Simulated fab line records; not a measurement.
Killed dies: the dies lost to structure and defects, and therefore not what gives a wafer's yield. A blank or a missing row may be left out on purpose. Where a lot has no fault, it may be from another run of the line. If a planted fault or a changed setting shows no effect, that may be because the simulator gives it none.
Struck lot and sound lot, side by side    flow n5_finfet    15 out of 1938 route steps
Sound: wafers L332.1, L332.2, L332.3. The struck wafers were L323.2, L323.3, L323.5. Last of all comes the cause.
Each step with rows lists, per side, the tool, then ch with its chambers, then its first start. Under that, the readings that differ: sound wafers    struck wafers    difference of the means    sigmas: that difference in standard deviations of wafers without a fault.
alike: a reading whose means differ by less than 2 such deviations, as well as words and numbers matching on both sides. not compared: withheld readings; readings where some wafer has no value; bounds like >300 that might hide an equal value; numbers whose values overlap and for which the record gives no deviation.
A row with sigmas, a row that says differs or no value, or rows on one side alone: a step with any of these is where the two part. Non-overlapping numbers with no deviation appear without sigmas and do not part them. A reading missing from all wafers of one side parts the sides only when that side holds two or more wafers.

first, 3 steps without rows for these wafers: N5_FIN_SAQP_EXPOSE_13 (exposes mask FIN CORE, target cd 35.6 nm); N5_FIN_SAQP_PEB_14 (peb time 60 s); N5_FIN_SAQP_DEVELOP_15 (develop time 30 s).
N5_FIN_SAQP_CD_MEAS_16: the cd target is 35.6 nm.
  sound on cd_sem-01 ch 0, day 6 16:33; struck on cd_sem-02 ch 0, day 4 10:16
  alike: cd_nm
N5_FIN_SAQP_OVL_MEAS_17:
  sound on overlay-02 ch 0, day 6 16:35; struck on overlay-02 ch 0, day 4 10:19
  alike: FIN_CORE_OVL
N5_FIN_SAQP_INSPECT_18: inspects for defects (brightfield).
  sound on defect_inspect-01 at day 6 16:37; struck on defect_inspect-02 at day 4 10:20
  alike: raw_defect_count
N5_FIN_SAQP_DESCUM_21: chemistry O2, time 7.9 s.
  sound on rie_diel-02 ch 0,1,3, day 6 16:38; struck on rie_diel-02 ch 0,2, day 4 10:22
  alike: drypump_motor_current_A, oes_product_au, rf_vpp_V, showerhead_plenum_p_Torr, throttle_valve_pct
  not compared: rf_hours_counter_h
N5_FIN_SAQP_ETCH_51: etches SiARC in CF4, target depth 45.5 nm, time 75.8 s.
  sound on rie_diel-02 ch 0,1,3, day 6 16:41; struck on rie_diel-02 ch 0,2, day 4 10:24
  alike: drypump_motor_current_A, etch_rf_on_time_s, mfc_ar_sccm, oes_product_au, rf_vpp_V, showerhead_plenum_p_Torr, throttle_valve_pct
  not compared: rf_hours_counter_h
N5_FIN_SAQP_ETCH_52: etches SOC in N2/H2, target depth 100 nm, overetch 20 nm, time 150 s.
  sound on rie_diel-02 ch 0,1,3, day 6 16:44; struck on rie_diel-02 ch 0,2, day 4 10:28
  alike: drypump_motor_current_A, h2_flow_sccm, oes_product_au, rf_vpp_V, showerhead_plenum_p_Torr, throttle_valve_pct
  not compared: rf_hours_counter_h
then, 1 step without rows for these wafers: N5_FIN_SAQP_STRIP_53 (strips in N2/H2).
N5_FIN_SAQP_HM_OPEN_73: chemistry CHF3/O2, target SiO2, stops on a-Si, target depth 12 nm, time 16.8 s.
  sound on rie_diel-02 ch 0,1,3, day 6 16:50; struck on rie_diel-02 ch 0,2, day 4 10:34
  alike: CHF3_flow_sccm, drypump_motor_current_A, mfc_ar_sccm, oes_product_au, rf_vpp_V, showerhead_plenum_p_Torr, throttle_valve_pct
  not compared: rf_hours_counter_h
then, 1 step without rows for these wafers: N5_FIN_SAQP_STRIP_74 (strips in CHF3/O2).
N5_FIN_SAQP_MANDREL_ETCH_22: etches a-Si in HBr/Cl2, stops on SiNx, target depth 60 nm, bt time 10 s, time 30 s.
  sound on rie_si-03 ch 0,1,3, day 6 16:56; struck on rie_si-03 ch 2,3, day 4 10:39
reading                 sound           struck                   difference  sigmas
over_etch_frac          0.5 0.5 0.5     0.55452 0.55452 0.55452  +0.05452    
throttle_valve_pct (%)  35.8 35.4 34.8  36.4 35.8 36.4           +0.9        +2
  alike: drypump_motor_current_A, he_backside_leak_sccm, oes_product_au
  not compared: rf_hours_counter_h
N5_FIN_SAQP_STRIP_55: strips in N2/H2.
  sound on rie_diel-05 ch 0,2,3, day 6 17:02; struck on rie_diel-06 ch 2,3, day 4 10:45
  alike: drypump_motor_current_A, h2_flow_sccm, oes_product_au, power_w, rf_vpp_V, showerhead_plenum_p_Torr, throttle_valve_pct
  not compared: rf_hours_counter_h
-- record jumps: 7 days separate the struck wafers' starts on either side; left off in module FIN_SAQP, taken up again in module BEOL_M4, whose first shown step is the route's number 1111 --
N5_BEOL_M4_RC_MEAS_101:
  sound on prober-02 ch 0, day 13 08:51; struck on prober-02 ch 0, day 11 12:56
  alike: DIBL_N, DIBL_P, IOFF_N, IOFF_P, ION_N, ION_P, SS_N, SS_P, VT_N, VT_P

WHERE THEY PART
N5_FIN_SAQP_MANDREL_ETCH_22 only, going by this record. Later steps at which nothing parts them and some readings are alike: N5_FIN_SAQP_STRIP_55, N5_BEOL_M4_RC_MEAS_101.

WHY: whatever the simulator had introduced
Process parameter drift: rie_si-03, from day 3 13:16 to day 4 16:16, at N5_FIN_SAQP_MANDREL_ETCH_22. The setting over_etch_frac was moved by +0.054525, starting from 0.5. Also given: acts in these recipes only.
